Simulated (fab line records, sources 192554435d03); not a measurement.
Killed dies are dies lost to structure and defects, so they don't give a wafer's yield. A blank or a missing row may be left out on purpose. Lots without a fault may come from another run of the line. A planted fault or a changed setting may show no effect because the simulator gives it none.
A struck lot beside a sound one | flow n5_finfet | 17 steps out of a route of 1938
Sound: wafers L497.1, L497.2, L497.4. Struck: wafers L510.1, L510.2, L510.5. The cause comes at the end.
At each step with rows: each side's tool, then ch and its chambers, then its first start. Under that, the readings that differ: sound wafers | struck wafers | difference of the means | sigmas: that difference in standard deviations of wafers without a fault.
alike: readings whose means differ by less than 2 such deviations, and words and numbers that are the same on both sides. not compared: withheld readings, readings that some wafer has no value for, bounds like >300 that may hide the same value, and numbers for which the record gives no deviation and whose values overlap.
The two part at a step that has a row with sigmas, a row that says differs or no value, or rows on one side only. Numbers that don't overlap but have no deviation are shown without sigmas and don't part them. A reading that every wafer of one side lacks parts them only if that side has two wafers or more.

N5_SD_ACTIVATION_RS_MEAS_03: measures by four-point-probe.
  sound on film_metro-02, day 3 22:37; struck on film_metro-01, day 7 05:38
  alike: RS_SD_N, RS_SD_P
N5_SD_ACTIVATION_INSPECT_02: inspects for defects (darkfield).
  sound on defect_inspect-01, day 3 22:56; struck on defect_inspect-01, day 7 05:58
  alike: raw_defect_count
N5_ILD0_LINER_00: material SiNx, target thk 4 nm, pulse time 1 s, purge time 2 s.
  sound on ald_sin-04 ch 0,1, day 3 23:11; struck on ald_sin-04 ch 0,2, day 7 06:00
  alike: heater_power_w, precursor_pulse_height_rel, susceptor_temp_C
then, 2 steps without rows for these wafers: N5_ILD0_FCVD_FILL_01 (material SiO2 flowable, target thk 200 nm, time 328.3 s); N5_ILD0_CURE_02 (time 1800 s).
N5_ILD0_CMP_03: polishes, stops on SiNx, t overpolish 1.9 s, target thk 197.38 nm.
  sound on cmp-02 ch 0,1,2, day 4 01:35; struck on cmp-01 ch 0,1, day 7 08:40
  alike: head_pressure_psi, motor_current_A, overpolish_run_s, time_to_endpoint_s
N5_ILD0_THK_MEAS_04:
  sound on film_metro-01, day 4 01:50; struck on film_metro-01, day 7 08:58
  alike: thk_nm
N5_ILD0_CMP_07: polishes SiO2 flowable, stops on poly-Si, t overpolish 1.18 s, target thk 138.88 nm.
  sound on cmp-01 ch 0,1,3, day 4 01:52; struck on cmp-01 ch 1,3, day 7 09:02
  alike: head_pressure_psi, motor_current_A
N5_ILD0_THK_MEAS_08:
  sound on film_metro-01, day 4 02:10; struck on film_metro-01, day 7 09:17
  alike: thk_nm
then, 1 step without rows for these wafers: N5_ILD0_PRECLEAN_10 (cleans in NF3:NH3, afs cycles 5, time 20 s, sublimation time 60 s).
N5_ILD0_ALD_15: deposits SiNx, target thk 24 nm, pulse time 1 s, ald cycles 480.
  sound on ald_sin-01 ch 0,2, day 4 02:53; struck on ald_sin-04 ch 0,1,2, day 7 10:01
  alike: heater_power_w, precursor_pulse_height_rel, susceptor_temp_C
N5_ILD0_CMP_12: polishes SiNx, stops on poly-Si, t overpolish 6 s, target thk 17.67 nm.
  sound on cmp-02 ch 1,2,3, day 4 05:05; struck on cmp-02 ch 1,2, day 7 12:13
  reading              | sound             | struck            | difference | sigmas
  overpolish_run_s (s) | 5.999 5.988 5.992 | 6.010 6.014 6.022 | +0.022     | +3
  alike: head_pressure_psi, motor_current_A, time_to_endpoint_s
N5_ILD0_THK_MEAS_13:
  sound on film_metro-02, day 4 05:22; struck on film_metro-02, day 7 12:31
  alike: thk_nm
N5_ILD0_INSPECT_06: inspects for defects (darkfield).
  sound on defect_inspect-01, day 4 05:24; struck on defect_inspect-02, day 7 12:32
  reading          | sound    | struck      | difference | sigmas
  raw_defect_count | 36 33 22 | 437 427 442 | +405       | +21
N5_SDB_HM_DEP_00: deposits SiNx from SiH4/NH3/N2, target thk 40 nm, time 35.3 s.
  sound on pecvd-01 ch 0,1,2, day 4 05:26; struck on pecvd-01 ch 0,1,2, day 7 12:34
  alike: heater_power_w, showerhead_plenum_p_Torr, susceptor_temp_C, throttle_valve_pct
-- the record jumps here: 5 days lie between the struck wafers' starts before and after (it left off in module SDB and takes up again in module BEOL_M4, whose first step shown is number 1111 of the route) --
N5_BEOL_M4_RC_MEAS_101:
  sound on prober-02 ch 0, day 8 20:29; struck on prober-01 ch 0, day 12 03:58
  reading        | sound          | struck         | difference | sigmas
  IOFF_P (nA/um) | 0.23 0.15 0.17 | 0.25 0.28 0.26 | +0.08      | +2
  ION_P (uA/um)  | 459 451 455    | 479 474 476    | +21        | +3
  VT_P (mV)      | -251 -255 -253 | -245 -247 -246 | +7         | +2
  alike: DIBL_N, DIBL_P, IOFF_N, ION_N, SS_N, SS_P, VT_N
-- the record jumps here: 5 days lie between the struck wafers' starts before and after (it left off in module BEOL_M4 and takes up again in module PASSIVATION, whose first step shown is number 1936 of the route) --
N5_PASSIVATION_PROBE_49:
  the record has rows for the struck wafers here (prober-01, day 17 13:26) and none for the sound ones

WHERE THEY PART
First at N5_ILD0_CMP_12; last, within this record, at N5_PASSIVATION_PROBE_49.

WHY: what the simulator had put in
Chamber particle source: cmp-02, from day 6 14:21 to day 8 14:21, at N5_ILD0_CMP_12. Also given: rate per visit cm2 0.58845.
